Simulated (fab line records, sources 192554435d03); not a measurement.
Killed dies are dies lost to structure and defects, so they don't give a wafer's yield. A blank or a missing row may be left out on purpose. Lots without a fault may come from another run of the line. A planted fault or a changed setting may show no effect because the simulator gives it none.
fab line records | flow n5_finfet
record lots=7 wafers=39
route steps=1938 shown PASSIVATION@1915
start_h: hours from the record's first day to the start of the lot's first wafer shown | wait_h: hours since the lot's step before | " the same as in the row above | L1.1+2: a row that stands for several wafers | - no value, or no start given | * or withheld: withheld | < > ~ a bound
route shown NAME@n: a module of which the file shows steps, and the number in the route of the first | usual: mean/standard deviation of fault-free wafers | same: alike in all rows | chamber/n: place in a boat | sites: the reading at each site | _std_site: their standard deviation | _edge_site: outer sites' mean less inner sites' | radius_mm: how far each site lies from the wafer's centre | mask NAME#n: copy n | behind: the tool/chamber that last shaped the wafer | hold: why the lot was held/for how many hours/how that ended | device: the transistor (n, p or np) that didn't switch | end of line: the same wafers' tests at the end of the route | a step without rows: its recipe alone | killed: dies lost to structure and defects at the first sort, not the wafer's yield | map: a wafer's dies, x killed, . not, _ none there
set.NAME: the setting as run; set.NAME@STEP: as run at that earlier step | model.NAME: the simulator's own value behind a step, which no gauge read
lots whose settings were changed on purpose; a table a step, a row a wafer
## steps
# step N5_PASSIVATION_PECVD_53
# recipe material=SiO2 target_thk_a=8000 temp_c=400 precursor=TEOS/O2 pressure_torr=6.5 rf_w=withheld teos_flow_sccm=withheld gas=O2 flow_sccm=2650 time_s=169.4
# columns lot.wafer tool chamber start_h wait_h set.time_s model.SiO2_of_PASSIVATION_PECVD_53.thk_nm
L075.1 pecvd-02 1 298.49 0.1 246.1 1127
L075.2 " 2 " " 246.1 1144
L075.3 " 0 " " 169.4 778.8
L075.4 " 2 " " 169.4 790.8
L075.5 " 0 " " 246.1 1153
L075.6 " 1 " " 169.4 791.2
L079.1+3 pecvd-02 0,2 299.88 0.0 255.6 1196
L079.2 " 1 " " 169.4 790.8
L079.4 " 0 " " 255.6 1216
L079.5 " 2 " " 169.4 806.8
L079.6 " 1 " " 169.4 805.4
L083.1 pecvd-02 2 319.78 0.0 77.69 375.4
L083.2 " 1 " " 169.4 788.4
L083.3 " 0 " " 77.69 376.4
L083.4 " 1 " " 77.69 377.8
L083.5 " 0 " " 169.4 809.4
L083.6 " 2 " " 169.4 807.2
L087.1 pecvd-03 1 360.06 0.0 169.4 792.8
L087.2 " 2 " " 169.4 789
L087.6 " 2 " " 169.4 802.6
L089.1 pecvd-03 0 365.56 0.0 130.4 622.8
L089.2 " 2 " " 169.4 801
L089.3 " 1 " " 130.4 621.6
L089.4 " 1 " " 130.4 629.8
L089.5 " 0 " " 169.4 820.2
L089.6 " 2 " " 169.4 816.4
L096.1 pecvd-04 0 421.69 0.0 169.4 796.8
L096.2 " 1 " " 169.4 807.8
L096.3 " 2 " " 169.4 783.8
L096.4 " 0 " " 169.4 802
L096.5 " 1 " " 169.4 807
L096.6 " 2 " " 169.4 790.4
L097.1 pecvd-02 0 426.13 0.0 169.4 798.4
L097.2 " 2 " " 169.4 792.8
L097.3 " 1 " " 169.4 791.6
L097.4 " 0 " " 169.4 805.8
L097.5 " 2 " " 169.4 811.8
L097.6 " 1 " " 169.4 805.2
## key
split step=N5_PASSIVATION_PECVD_53 setting=time_s stated=169.4 by=wafer
response step=N5_PASSIVATION_PECVD_53 reading=model.SiO2_of_PASSIVATION_PECVD_53.thk_nm change=+7.88 per=1% r=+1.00
